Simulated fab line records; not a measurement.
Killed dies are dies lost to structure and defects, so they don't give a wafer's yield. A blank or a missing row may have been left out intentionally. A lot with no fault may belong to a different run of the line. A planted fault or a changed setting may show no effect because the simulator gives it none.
The tool behind it: which one? + flow n5 finfet + Sampling: 9 lots, 27 wafers, 6 of 1938 route steps

== WHAT EACH GAUGE READ, for each wafer ==
N5_SDB_CD_MEAS_11: target cd 50 nm. Usual: 50.6 nm for cd nm, sd 2.1.
| lot  | measured    | on        | cd nm (nm)     | flag |
|------|-------------|-----------|----------------|------|
| L442 | day 3 20:19 | cd sem-03 | 52.4 53.9 52.7 |      |
| L444 | day 4 04:22 | cd sem-02 | 52.3 52.4 49.4 |      |
| L448 | day 5 12:34 | cd sem-03 | 51.7 53.4 52.3 |      |
| L451 | day 6 01:20 | cd sem-02 | 54.7 54.6 53.4 |      |
| L452 | day 6 08:04 | cd sem-03 | 48.0 48.5 46.9 |      |
| L455 | day 7 00:22 | cd sem-02 | 51.3 48.6 50.2 |      |
| L456 | day 7 04:50 | cd sem-03 | 51.0 50.6 50.9 |      |
| L464 | day 9 06:39 | cd sem-02 | 53.0 53.3 53.4 |      |
| L465 | day 9 13:18 | cd sem-01 | 50.0 50.9 51.1 |      |

N5_HKMG_FIN_THK_MEAS_70: measures by xrf. Usual: HK_THK 1.578 nm, standard deviation 0.021.
| lot  | measured    | on            | HK_THK (nm)       | flag |
|------|-------------|---------------|-------------------|------|
| L442 | day 4 05:31 | film metro-01 | 1.592 1.564 1.589 |      |
| L444 | day 4 12:50 | film metro-01 | 1.577 1.592 1.573 |      |
| L448 | day 5 20:58 | film metro-01 | 1.599 1.575 1.583 |      |
| L451 | day 6 09:26 | film metro-02 | 1.527 1.538 1.514 |      |
| L452 | day 6 16:22 | film metro-02 | 1.576 1.579 1.605 |      |
| L455 | day 7 08:50 | film metro-01 | 1.581 1.573 1.585 |      |
| L456 | day 7 13:31 | film metro-01 | 1.579 1.586 1.589 |      |
| L464 | day 9 14:49 | film metro-02 | 1.583 1.978 2.004 | OFF  |
| L465 | day 9 21:26 | film metro-02 | 1.587 2.006 1.609 | OFF  |

N5_BEOL_M4_RC_MEAS_101. Usual: DIBL_N 36.0 mV/V, standard deviation 2.2; DIBL_P 35.9 mV/V, standard deviation 2.6; EOT_N 10.51, standard deviation 0.098; EOT_P 10.47, standard deviation 0.098; IGATE_N 0.0129 nA/um, standard deviation 0.0019; IGATE_P 0.0038 nA/um, standard deviation 0.00058; IOFF_N 0.16 nA/um, standard deviation 0.038; IOFF_P 0.21 nA/um, standard deviation 0.042; ION_N 675 uA/um, standard deviation 15; ION_P 463 uA/um, standard deviation 10; SS_N 71.5 mV/dec, standard deviation 0.62; SS_P 73.2 mV/dec, standard deviation 0.76; VT_N 250 mV, standard deviation 4.1; VT_P -251 mV, standard deviation 3.6.
| lot  | measured     | on        | DIBL_N (mV/V)  | DIBL_P (mV/V)  | EOT_N             | EOT_P             | IGATE_N (nA/um)      | IGATE_P (nA/um)      | IOFF_N (nA/um) | IOFF_P (nA/um) | ION_N (uA/um) | ION_P (uA/um) | SS_N (mV/dec)  | SS_P (mV/dec)  | VT_N (mV)   | VT_P (mV)      | flag |
|------|--------------|-----------|----------------|----------------|-------------------|-------------------|----------------------|----------------------|----------------|----------------|---------------|---------------|----------------|----------------|-------------|----------------|------|
| L442 | day 7 20:41  | prober-01 | 35.0 32.8 33.8 | 34.6 32.3 32.1 | 10.52 10.42 10.45 | 10.37 10.37 10.35 | 0.0146 0.0142 0.0143 | 0.0043 0.0042 0.0042 | 0.13 0.11 0.12 | 0.20 0.17 0.16 | 672 658 665   | 464 457 461   | 71.2 70.6 71.6 | 72.7 72.4 72.1 | 250 256 254 | -250 -251 -251 |      |
| L444 | day 8 00:55  | prober-02 | 36.3 35.1 32.8 | 37.2 36.8 34.1 | 10.52 10.63 10.44 | 10.48 10.70 10.55 | 0.0120 0.0096 0.0134 | 0.0036 0.0029 0.0040 | 0.17 0.15 0.12 | 0.21 0.19 0.16 | 675 662 672   | 458 454 463   | 72.3 71.6 70.7 | 73.5 73.3 72.1 | 249 251 253 | -252 -252 -255 |      |
| L448 | day 9 19:13  | prober-01 | 43.9 41.1 37.2 | 43.5 40.2 35.3 | 10.69 10.47 10.64 | 10.66 10.42 10.61 | 0.0099 0.0135 0.0097 | 0.0029 0.0039 0.0028 | 0.29 0.22 0.14 | 0.34 0.26 0.19 | 693 687 684   | 471 469 467   | 72.5 72.6 71.3 | 75.3 74.2 73.0 | 245 243 252 | -245 -247 -255 |      |
| L451 | day 9 23:51  | prober-02 | 37.8 35.3 35.8 | 37.3 34.2 33.6 | 10.29 10.52 10.38 | 10.25 10.57 10.43 | 0.0196 0.0109 0.0183 | 0.0058 0.0033 0.0055 | 0.16 0.12 0.13 | 0.19 0.16 0.15 | 675 644 653   | 459 445 446   | 71.2 70.9 71.9 | 73.3 73.4 72.5 | 252 259 256 | -254 -256 -259 |      |
| L452 | day 10 11:47 | prober-01 | 32.1 37.1 35.9 | 32.0 37.1 37.0 | 10.57 10.47 10.46 | 10.47 10.44 10.48 | 0.0126 0.0129 0.0116 | 0.0038 0.0038 0.0034 | 0.11 0.16 0.15 | 0.13 0.19 0.20 | 679 687 676   | 457 463 453   | 70.8 72.5 71.3 | 71.7 72.6 72.6 | 251 250 247 | -258 -254 -252 |      |
| L455 | day 11 13:40 | prober-02 | 35.7 32.8 36.7 | 35.0 31.4 34.6 | 10.37 10.56 10.40 | 10.52 10.59 10.36 | 0.0136 0.0114 0.0131 | 0.0040 0.0033 0.0039 | 0.15 0.11 0.16 | 0.19 0.15 0.19 | 671 670 669   | 464 458 457   | 70.9 70.7 71.8 | 72.2 72.1 72.8 | 248 253 249 | -250 -254 -250 |      |
| L456 | day 11 07:28 | prober-02 | 36.8 37.0 36.8 | 35.6 36.6 36.4 | 10.58 10.54 10.51 | 10.43 10.53 10.54 | 0.0127 0.0122 0.0125 | 0.0039 0.0037 0.0038 | 0.16 0.16 0.16 | 0.23 0.25 0.24 | 677 671 685   | 467 471 473   | 70.6 71.9 71.2 | 73.3 73.8 72.4 | 249 247 250 | -247 -248 -253 |      |
| L464 | day 13 18:15 | prober-01 | 37.4 34.8 39.5 | 40.0 35.7 42.7 | 10.61 11.36 11.45 | 10.49 11.26 11.36 | 0.0090 0.0006 0.0006 | 0.0027 0.0002 0.0002 | 0.21 0.16 0.26 | 0.26 0.20 0.30 | 678 666 679   | 458 459 462   | 71.8 71.8 73.2 | 74.5 72.9 75.0 | 242 247 242 | -250 -252 -247 | OFF  |
| L465 | day 13 18:21 | prober-02 | 36.0 37.6 35.6 | 37.0 38.9 37.8 | 10.52 11.55 10.41 | 10.57 11.50 10.35 | 0.0114 0.0006 0.0144 | 0.0034 0.0002 0.0044 | 0.18 0.21 0.19 | 0.25 0.30 0.28 | 684 680 700   | 464 467 491   | 71.0 71.5 71.5 | 73.4 74.1 74.2 | 245 242 245 | -248 -243 -245 | OFF  |

== WHICH TOOL RAN EACH LOT (tool, then ch and the chambers of the sampled wafers, then the start) ==
| lot  | N5_SDB_HM_DEP_00               | N5_SDB_DESCUM_16                  | N5_HKMG_FIN_HK_ALD_01           |
|------|--------------------------------|-----------------------------------|---------------------------------|
| L442 | pecvd-01 ch 1,2, day 3 19:52   | rie diel-06 ch 0,1,2, day 3 20:59 | ald hk-03 ch 0,1,3, day 4 02:07 |
| L444 | pecvd-01 ch 0,1, day 4 04:02   | rie diel-04 ch 0,1,2, day 4 04:38 | ald hk-02 ch 0,2, day 4 09:05   |
| L448 | pecvd-04 ch 0,1,2, day 5 12:08 | rie diel-01 ch 0,1,2, day 5 12:38 | ald hk-02 ch 1,2, day 5 17:24   |
| L451 | pecvd-04 ch 0,1,2, day 6 00:53 | rie diel-01 ch 0,1,3, day 6 01:25 | ald hk-03 ch 0,2, day 6 05:51   |
| L452 | pecvd-03 ch 0,2, day 6 07:37   | rie diel-06 ch 2,3, day 6 08:09   | ald hk-01 ch 0,1, day 6 12:55   |
| L455 | pecvd-03 ch 1,2, day 6 23:55   | rie diel-01 ch 0,1,2, day 7 00:28 | ald hk-03 ch 0,1, day 7 05:00   |
| L456 | pecvd-04 ch 1,2, day 7 04:31   | rie diel-04 ch 0,3, day 7 04:55   | ald hk-01 ch 0,2, day 7 09:36   |
| L464 | pecvd-03 ch 0,1,2, day 9 06:19 | rie diel-01 ch 1,2,3, day 9 06:50 | ald hk-03 ch 1,2,3, day 9 11:22 |
| L465 | pecvd-03 ch 0,1, day 9 12:58   | rie diel-01 ch 0,3, day 9 13:23   | ald hk-03 ch 0,3, day 9 17:49   |
- N5_SDB_HM_DEP_00: deposits SiNx from SiH4/NH3/N2, target thk 40 nm, time 35.3 s.
- N5_SDB_DESCUM_16: chemistry O2, time 7.9 s.
- N5_HKMG_FIN_HK_ALD_01: deposits HfO2, target thk 1.6 nm, pulse time 3 s, purge time 3 s.

== AS READ BY THE TOOLS THEMSELVES (means over the sampled wafers that have a number; for cases with no such wafer, the mark the record gives instead) ==
N5_SDB_HM_DEP_00. Usual: heater power w 849 W, standard deviation 110; showerhead plenum p Torr 5.15 Torr, standard deviation 0.095; throttle valve pct 39.1 %, standard deviation 2.
| lot  | tool     | heater power w (W) | showerhead plenum p Torr (Torr) | throttle valve pct (%) | flag |
|------|----------|--------------------|---------------------------------|------------------------|------|
| L442 | pecvd-01 | 914                | 4.96                            | 36.8                   |      |
| L444 | pecvd-01 | 984                | 5.10                            | 39.0                   |      |
| L448 | pecvd-04 | 876                | 5.14                            | 40.6                   |      |
| L451 | pecvd-04 | 885                | 5.14                            | 40.7                   |      |
| L452 | pecvd-03 | 754                | 5.19                            | 36.8                   |      |
| L455 | pecvd-03 | 805                | 5.25                            | 39.5                   |      |
| L456 | pecvd-04 | 828                | 5.11                            | 41.4                   |      |
| L464 | pecvd-03 | 826                | 5.21                            | 38.2                   |      |
| L465 | pecvd-03 | 849                | 5.23                            | 38.1                   |      |

N5_SDB_DESCUM_16. Usual: drypump motor current A 5.7 A, standard deviation 0.33; oes product au 0.81 a.u., standard deviation 0.084; rf vpp V 243.4 V, standard deviation 1.3; showerhead plenum p Torr 2.10 Torr, standard deviation 0.056; throttle valve pct 20.35 %, standard deviation 0.29.
| lot  | tool        | drypump motor current A (A) | oes product au (a.u.) | rf vpp V (V) | showerhead plenum p Torr (Torr) | throttle valve pct (%) | flag |
|------|-------------|-----------------------------|-----------------------|--------------|---------------------------------|------------------------|------|
| L442 | rie diel-06 | 5.7                         | 0.83                  | 244.0        | 2.10                            | 20.20                  |      |
| L444 | rie diel-04 | 5.7                         | 0.81                  | 244.6        | 2.13                            | 20.13                  |      |
| L448 | rie diel-01 | 5.5                         | 0.79                  | 242.6        | 2.10                            | 20.64                  |      |
| L451 | rie diel-01 | 5.4                         | 0.85                  | 244.7        | 2.16                            | 20.60                  |      |
| L452 | rie diel-06 | 5.8                         | 0.85                  | 243.8        | 2.11                            | 20.38                  |      |
| L455 | rie diel-01 | 5.5                         | 0.77                  | 243.1        | 2.10                            | 20.66                  |      |
| L456 | rie diel-04 | 6.2                         | 0.86                  | 242.7        | 2.11                            | 20.20                  |      |
| L464 | rie diel-01 | 5.7                         | 0.75                  | 242.5        | 2.09                            | 20.77                  |      |
| L465 | rie diel-01 | 5.4                         | 0.84                  | 244.7        | 2.13                            | 20.54                  |      |

N5_HKMG_FIN_HK_ALD_01. Usual: 1.000 for precursor pulse height rel, sd 0.022.
| lot  | tool      | precursor pulse height rel | flag |
|------|-----------|----------------------------|------|
| L442 | ald hk-03 | 0.991                      |      |
| L444 | ald hk-02 | 1.000                      |      |
| L448 | ald hk-02 | 0.991                      |      |
| L451 | ald hk-03 | 0.979                      |      |
| L452 | ald hk-01 | 1.013                      |      |
| L455 | ald hk-03 | 1.023                      |      |
| L456 | ald hk-01 | 1.015                      |      |
| L464 | ald hk-03 | 1.003                      |      |
| L465 | ald hk-03 | 1.001                      |      |

== THE ANSWER, worked out from the rows above alone ==
Rule: a lot is off if the mean of its wafers that have a number lies more than 3 standard deviations from the usual mean. Also off: a lot with no number at a reading for which 4 or more lots have one. Where the step has rows for the other lots, those lots are counted as sound. First the gauges in route order, then the tools' own readings, where a lot's mean is used as printed above. The first step at which some lot is off is used, and at that step the reading that is off furthest; a lot without a number counts as furthest.
Off: L464, L465, at N5_HKMG_FIN_THK_MEAS_70 (HK_THK).
If a tool, at a process step before that reading, ran all the lots that are off and no sound lot after the first of them, it fits. The gauges at N5_HKMG_FIN_THK_MEAS_70 aren't tried: what is off there is off at N5_BEOL_M4_RC_MEAS_101 too, on other tools, and a gauge's error can't cause that. Can't be told from this: 3 tools fit, pecvd-03 at N5_SDB_HM_DEP_00, rie diel-01 at N5_SDB_DESCUM_16, ald hk-03 at N5_HKMG_FIN_HK_ALD_01.

== WHAT HAD BEEN PUT IN BY THE SIMULATOR ==
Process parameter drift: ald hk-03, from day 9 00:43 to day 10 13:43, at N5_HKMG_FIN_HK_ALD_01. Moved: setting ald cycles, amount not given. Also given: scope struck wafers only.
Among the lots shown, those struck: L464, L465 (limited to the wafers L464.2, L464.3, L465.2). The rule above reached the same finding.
